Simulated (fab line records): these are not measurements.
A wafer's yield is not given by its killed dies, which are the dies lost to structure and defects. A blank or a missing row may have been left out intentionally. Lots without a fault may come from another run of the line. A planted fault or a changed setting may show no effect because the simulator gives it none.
Chamber matching ; flow nand harc ; cmp-01 running NHARC_THIN_TSV_CMP_21: 4 sister chambers
The step polishes, t overpolish 30 s, target thk 2000 nm. 8 wafers are shown with their chamber, then 8 later ones without.

## WAFERS WITH THEIR CHAMBER
wafer;chamber;motor current A (A);overpolish run s (s)
L299.1;0;12.0;29.993
L299.6;2;12.4;30.011
L297.1;3;13.0;30.009
L297.6;2;12.0;30.005
L304.1;1;11.9;30.005
L304.3;3;12.8;30.012
L304.4;0;11.5;30.009
L313.2;1;11.8;29.985

## WAFERS MISSING THEIR CHAMBER
wafer;motor current A (A);overpolish run s (s)
L313.5;12.2;30.002
L313.6;12.9;30.006
L317.4;13.3;29.998
L317.5;12.7;29.989
L317.6;12.3;30.021
L318.1;11.6;30.009
L318.2;11.5;30.010
L318.5;12.1;29.975

## EACH ONE'S CHAMBER
wafer;from the rows above;in truth
L313.5;can't be placed: 2 or 1 or 0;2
L313.6;3;3
L317.4;3;3
L317.5;can't be placed: 3 or 2 or 1 or 0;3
L317.6;can't be placed: 2 or 3 or 0 or 1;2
L318.1;can't be placed: 0 or 1 or 2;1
L318.2;can't be placed: 0 or 1 or 2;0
L318.5;can't be placed: 1 or 0 or 2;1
2 of 8 placed correctly. Cannot be placed on the basis of these rows: 6; the candidates contain the true chamber in 6. 0 placed wrongly.
How it was worked out, from the rows above alone: a wafer's distance from a chamber is the root of the sum, over the readings, of the square of ((its reading less the chamber's mean) divided by the reading's scatter). The wafer belongs to the nearest chamber; if the next one is less than 2 further off, it can't be placed. A chamber's mean is the mean of its shown wafers. The scatter: the root of (the sum of the squares of (reading less its chamber's mean) over the shown wafers, divided by (wafers less chambers)).
